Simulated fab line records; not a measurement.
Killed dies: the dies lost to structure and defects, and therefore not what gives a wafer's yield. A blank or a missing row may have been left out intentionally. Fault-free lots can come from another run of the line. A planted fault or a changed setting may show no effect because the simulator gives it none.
Which tool was responsible? -- flow nandHarc -- Sampling: 11 lots, 33 wafers, 6 of 1159 route steps

WHAT EACH GAUGE READ, for each wafer
NHARC_P_ZERO_WELL_CD_MEAS_37 targets a cd of 720 nm. Usual: cdNm 721.0 nm, standard deviation 2.2.
lot,measured,on,cdNm (nm),flag
L482,day 2 10:07,cdSem-01,718.0 720.4 717.4,
L483,day 2 16:08,cdSem-03,725.7 721.7 722.1,
L484,day 2 22:06,cdSem-01,720.4 720.8 719.8,
L485,day 3 04:08,cdSem-03,724.3 719.5 722.0,
L486,day 3 09:58,cdSem-03,721.5 717.6 720.5,
L492,day 4 21:51,cdSem-03,702.9 700.0 704.6 702.9 700.3 704.9,OFF
L493,day 5 04:14,cdSem-02,701.3 701.6 701.4 701.1 701.3 700.9,OFF
L498,day 6 10:01,cdSem-03,720.7 721.8 719.2,
L499,day 6 16:07,cdSem-02,722.4 723.1 721.2,
L500,day 6 22:16,cdSem-03,723.7 723.2 719.3,
L501,day 7 04:20,cdSem-03,724.4 719.6 721.6,

NHARC_P_STI_INSPECT_25. Usual: rawDefectCount 231, standard deviation 79.
lot,measured,on,rawDefectCount,flag
L482,day 4 10:23,defectInspect-01,169 168 168,
L483,day 4 21:59,defectInspect-02,257 234 263,
L484,day 4 21:59,defectInspect-01,167 248 306,
L485,day 4 21:59,defectInspect-02,148 154 149,
L486,day 5 12:53,defectInspect-01,294 158 193,
L492,day 7 01:56,defectInspect-02,187 241 454,
L493,day 7 08:12,defectInspect-02,122 136 182,
L498,day 8 12:29,defectInspect-02,176 166 322,
L499,day 8 18:35,defectInspect-01,285 186 206,
L500,day 9 02:31,defectInspect-01,223 264 297,
L501,day 9 02:31,defectInspect-02,299 256 325,

NHARC_END_SORT_01. Usual: killedAtArray 28, standard deviation 11; killedAtOther 0.7, standard deviation 0.88; killedAtPeriphery 3.1, standard deviation 2.2; killedDies 31, standard deviation 12; killedOpen 3.3, standard deviation 2; killedShort 2.0, standard deviation 1.6.
lot,measured,on,killedAtArray,killedAtOther,killedAtPeriphery,killedDies,killedOpen,killedShort,flag
L492,day 22 15:57,prober-01,24,0,2,26,0,4,

EACH LOT AND THE TOOL THAT RAN IT (in order: tool; ch and the chambers of the sampled wafers; start)
lot,NHARC_P_ZERO_WELL_ETCH_62,NHARC_P_ZERO_WELL_PEB_35,NHARC_P_STI_ETCH_31
L482,"rieDiel-10 ch 0,1,2, day 2 10:02 or earlier","lithoTrack-05 ch 0, day 2 10:02","rieDiel-04 ch 1,2,3, day 4 10:23 or earlier"
L483,"rieDiel-08 ch 1,2,3, day 2 16:02 or earlier","lithoTrack-07 ch 0, day 2 16:02","rieDiel-04 ch 0,1, day 4 21:59 or earlier"
L484,"rieDiel-08 ch 0,3, day 2 22:01 or earlier","lithoTrack-05 ch 0, day 2 22:01","rieDiel-04 ch 2,3, day 4 21:59 or earlier"
L485,"rieDiel-08 ch 0,1,2, day 3 04:03 or earlier","lithoTrack-03 ch 0, day 3 04:03","rieDiel-04 ch 0,2,3, day 4 21:59 or earlier"
L486,"rieDiel-10 ch 0,1, day 3 09:53 or earlier","lithoTrack-05 ch 0, day 3 09:53","rieDiel-13 ch 0,1,2, day 5 12:53 or earlier"
L492,"rieDiel-10 ch 0,2,3, day 4 21:46 or earlier","lithoTrack-05 ch 0, day 4 21:46","rieDiel-13 ch 0,2,3, day 7 01:56 or earlier"
L493,"rieDiel-08 ch 1,2,3, day 5 04:09 or earlier","lithoTrack-05 ch 0, day 5 04:09","rieDiel-02 ch 1,2, day 7 08:12 or earlier"
L498,"rieDiel-10 ch 0,2,3, day 6 09:55 or earlier","lithoTrack-07 ch 0, day 6 09:55","rieDiel-13 ch 0,2,3, day 8 12:29 or earlier"
L499,"rieDiel-10 ch 0,2, day 6 16:01 or earlier","lithoTrack-03 ch 0, day 6 16:01","rieDiel-04 ch 0,1,3, day 8 18:35 or earlier"
L500,"rieDiel-10 ch 0,1,3, day 6 22:11 or earlier","lithoTrack-07 ch 0, day 6 22:11","rieDiel-02 ch 1,2,3, day 9 02:31 or earlier"
L501,"rieDiel-12 ch 0,1,2, day 7 04:15 or earlier","lithoTrack-03 ch 0, day 7 04:15","rieDiel-02 ch 0,2, day 9 02:31 or earlier"
- NHARC_P_ZERO_WELL_ETCH_62: etches the open film in CHF3/Ar, target depth 13 nm, time 6.5 s.
- NHARC_P_ZERO_WELL_PEB_35: peb time 85 s.
- NHARC_P_STI_ETCH_31: etches the open film in CF4/CHF3, target depth 108.9 nm, time 54.5 s.

AS READ BY THE TOOLS THEMSELVES (means over the sampled wafers that have a number; for cases with no such wafer, the mark the record gives instead)
NHARC_P_ZERO_WELL_ETCH_62. Usual: drypumpMotorCurrentA 5.6 A, standard deviation 0.54; oesProductAu 0.966 a.u., standard deviation 0.019; rfVppV 371.8 V, standard deviation 2.6; showerheadPlenumPTorr 2.39 Torr, standard deviation 0.11; throttleValvePct 20.217 %, standard deviation 0.01.
lot,tool,drypumpMotorCurrentA (A),oesProductAu (a.u.),rfVppV (V),showerheadPlenumPTorr (Torr),throttleValvePct (%),flag
L482,rieDiel-10,5.2,0.964,368.7,2.26,20.220,
L483,rieDiel-08,5.8,0.983,373.3,2.46,20.218,
L484,rieDiel-08,5.0,0.963,373.9,2.50,20.212,
L485,rieDiel-08,5.6,0.967,373.5,2.45,20.217,
L486,rieDiel-10,5.3,0.970,370.4,2.33,20.220,
L492,rieDiel-10,5.4,0.968,368.3,2.24,20.209,
L493,rieDiel-08,5.8,0.984,372.4,2.45,20.215,
L498,rieDiel-10,5.4,0.971,368.2,2.24,20.222,
L499,rieDiel-10,5.2,0.947,368.2,2.20,20.209,
L500,rieDiel-10,5.6,0.976,369.9,2.31,20.216,
L501,rieDiel-12,6.0,0.950,373.2,2.49,20.213,

NHARC_P_ZERO_WELL_PEB_35. Usual: heaterPowerTotalW 163.95 W, standard deviation 0.26; plateTempC 118.02 C, standard deviation 0.15.
lot,tool,heaterPowerTotalW (W),plateTempC (C),flag
L482,lithoTrack-05,164.21,118.12,
L483,lithoTrack-07,164.01,118.21,
L484,lithoTrack-05,163.87,118.08,
L485,lithoTrack-03,164.16,117.96,
L486,lithoTrack-05,163.98,117.85,
L492,lithoTrack-05,150.29,110.85,OFF
L493,lithoTrack-05,150.45,110.80,OFF
L498,lithoTrack-07,164.05,117.89,
L499,lithoTrack-03,164.07,117.90,
L500,lithoTrack-07,163.85,118.06,
L501,lithoTrack-03,163.84,117.85,

NHARC_P_STI_ETCH_31. Usual: drypumpMotorCurrentA 5.6 A, standard deviation 0.51; oesProductAu 0.965 a.u., standard deviation 0.021; rfVppV 372.2 V, standard deviation 2.4; showerheadPlenumPTorr 1.62 Torr, standard deviation 0.067; throttleValvePct 16.801 %, standard deviation 0.008.
lot,tool,drypumpMotorCurrentA (A),oesProductAu (a.u.),rfVppV (V),showerheadPlenumPTorr (Torr),throttleValvePct (%),flag
L482,rieDiel-04,5.6,0.975,372.5,1.63,16.801,
L483,rieDiel-04,5.7,0.978,374.0,1.68,16.801,
L484,rieDiel-04,5.3,0.922,371.7,1.60,16.794,
L485,rieDiel-04,5.4,0.973,373.0,1.64,16.798,
L486,rieDiel-13,5.7,0.963,370.6,1.59,16.795,
L492,rieDiel-13,5.3,0.975,370.9,1.58,16.800,
L493,rieDiel-02,6.0,0.987,373.9,1.67,16.802,
L498,rieDiel-13,5.3,0.968,370.8,1.58,16.799,
L499,rieDiel-04,5.6,0.972,372.3,1.63,16.804,
L500,rieDiel-02,5.9,0.976,373.9,1.67,16.798,
L501,rieDiel-02,5.5,0.982,372.5,1.64,16.805,

THE ANSWER, worked out from the rows above alone
Rule: a lot is off if the mean of its wafers that have a number lies more than 3 standard deviations from the usual mean. Also off: a lot with no number at a reading for which 4 or more lots have one. Any other lot the step has rows for is counted as sound. After the gauges, taken in route order, come the tools' own readings; for these a lot's mean is taken, as printed above. At the first step where some lot is off, the reading lying furthest off is the one used; lots without a number count as furthest.
Off at NHARC_P_ZERO_WELL_CD_MEAS_37 (cdNm): L492, L493.
If a tool, at a process step before that reading, ran all the lots that are off and no sound lot after the first of them, it fits. Not tried: the gauges at NHARC_P_ZERO_WELL_CD_MEAS_37; whatever is off there is also off at NHARC_P_ZERO_WELL_PEB_35, on other tools, and gauge error can't account for it. NHARC_P_ZERO_WELL_ETCH_62: start missing for some lots; hours and lot order therefore follow NHARC_P_ZERO_WELL_PEB_35. One candidate fits, namely lithoTrack-05 at NHARC_P_ZERO_WELL_PEB_35. A fault onset in the window from L486 (day 3 09:53, its last sound lot) to L492 (day 4 21:46, its first lot off) fits.
The tool's own readings at NHARC_P_ZERO_WELL_PEB_35 bear it out: on the lots that are off they differ by more than 5 times the standard deviation of the sound lots' means. heaterPowerTotalW reads 150.37 W there against 164.00 W on the sound lots; plateTempC reads 110.82 C there against 117.99 C on the sound lots.

WHAT THE SIMULATOR PUT IN
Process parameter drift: lithoTrack-05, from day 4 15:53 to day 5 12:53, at NHARC_P_ZERO_WELL_PEB_35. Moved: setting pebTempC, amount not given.
Shown lots that were struck: L492, L493. The same result came from the rule above.
